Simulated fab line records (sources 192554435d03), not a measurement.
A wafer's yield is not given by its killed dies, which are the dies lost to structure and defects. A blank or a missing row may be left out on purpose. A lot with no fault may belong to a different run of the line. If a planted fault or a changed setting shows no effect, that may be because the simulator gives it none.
Matching of chambers | flow n5-finfet | 4 sister chambers for N5_PMOS_HMC_CHANNEL_EPI_HM_OPEN_15 on rie-diel-03
The step chemistry CHF3/O2, target SiO2, target depth 40.6 nm, time 20.3 s. 22 wafers are shown with their chamber, then 11 later ones without.

EACH WAFER AND ITS CHAMBER
wafer  | chamber | drypump-motor-current-A (A) | showerhead-plenum-p-Torr (Torr) | throttle-valve-pct (%)
L074.1 | 2       | 5.5                         | 2.31                            | 19.04
L074.4 | 0       | 5.0                         | 2.45                            | 18.32
L074.5 | 0       | 5.0                         | 2.45                            | 18.33
L077.1 | 1       | 5.3                         | 2.44                            | 18.77
L077.2 | 3       | 6.2                         | 2.52                            | 18.87
L077.4 | 0       | 5.0                         | 2.45                            | 18.34
L079.1 | 3       | 6.3                         | 2.51                            | 18.87
L079.3 | 1       | 5.3                         | 2.44                            | 18.79
L079.6 | 2       | 5.5                         | 2.31                            | 19.07
L081.2 | 0       | 5.0                         | 2.45                            | 18.36
L081.3 | 3       | 6.2                         | 2.51                            | 18.88
L081.5 | 3       | 6.2                         | 2.51                            | 18.88
L082.3 | 0       | 5.0                         | 2.45                            | 18.37
L082.4 | 2       | 5.5                         | 2.31                            | 19.06
L082.5 | 0       | 5.0                         | 2.45                            | 18.37
L084.2 | 3       | 6.3                         | 2.51                            | 18.88
L084.3 | 1       | 5.3                         | 2.43                            | 18.80
L084.6 | 0       | 5.0                         | 2.44                            | 18.39
L087.1 | 3       | 6.2                         | 2.51                            | 18.90
L087.5 | 3       | 6.2                         | 2.51                            | 18.91
L087.6 | 1       | 5.3                         | 2.43                            | 18.82
L089.1 | 0       | 5.0                         | 2.44                            | 18.38

SIGNATURES (means of the wafers above)
reading                  | chamber 0 | chamber 1 | chamber 2 | chamber 3 | scatter within a chamber
drypump-motor-current-A  | 5.000     | 5.300     | 5.500     | 6.229     | 0.0282
showerhead-plenum-p-Torr | 2.4475    | 2.4350    | 2.3100    | 2.5114    | 0.00432
throttle-valve-pct       | 18.3575   | 18.7950   | 19.0567   | 18.8843   | 0.0204
Rule: a wafer lies at a distance from a chamber equal to the root of the sum of squares, over the readings, of (its reading less the chamber's mean, divided by the reading's scatter). If the next closest chamber is less than 2 further off than the closest, the wafer can't be placed; otherwise it belongs to the closest. The scatter is the square root of a quotient: the sum, over the shown wafers, of each reading's squared deviation from its chamber's mean, divided by wafers minus chambers.

WAFERS MISSING THEIR CHAMBER
wafer  | drypump-motor-current-A (A) | showerhead-plenum-p-Torr (Torr) | throttle-valve-pct (%)
L089.4 | 5.5                         | 2.30                            | 19.10
L089.5 | 5.0                         | 2.44                            | 18.38
L090.2 | 5.3                         | 2.43                            | 18.81
L090.3 | 5.0                         | 2.44                            | 18.39
L090.5 | 5.3                         | 2.43                            | 18.82
L091.2 | 5.5                         | 2.30                            | 19.09
L091.3 | 6.2                         | 2.51                            | 18.89
L091.6 | 5.0                         | 2.44                            | 18.39
L093.3 | 5.5                         | 2.30                            | 19.11
L093.4 | 5.0                         | 2.44                            | 18.40
L093.6 | 5.0                         | 2.44                            | 18.39

WHICH CHAMBER EACH ONE RAN IN
wafer  | from the rows above | in truth
L089.4 | 2                   | 2
L089.5 | 0                   | 0
L090.2 | 1                   | 1
L090.3 | 0                   | 0
L090.5 | 1                   | 1
L091.2 | 2                   | 2
L091.3 | 3                   | 3
L091.6 | 0                   | 0
L093.3 | 2                   | 2
L093.4 | 0                   | 0
L093.6 | 0                   | 0
11 of 11 placed correctly. Not placeable from these rows: 0. Number placed wrongly: 0.
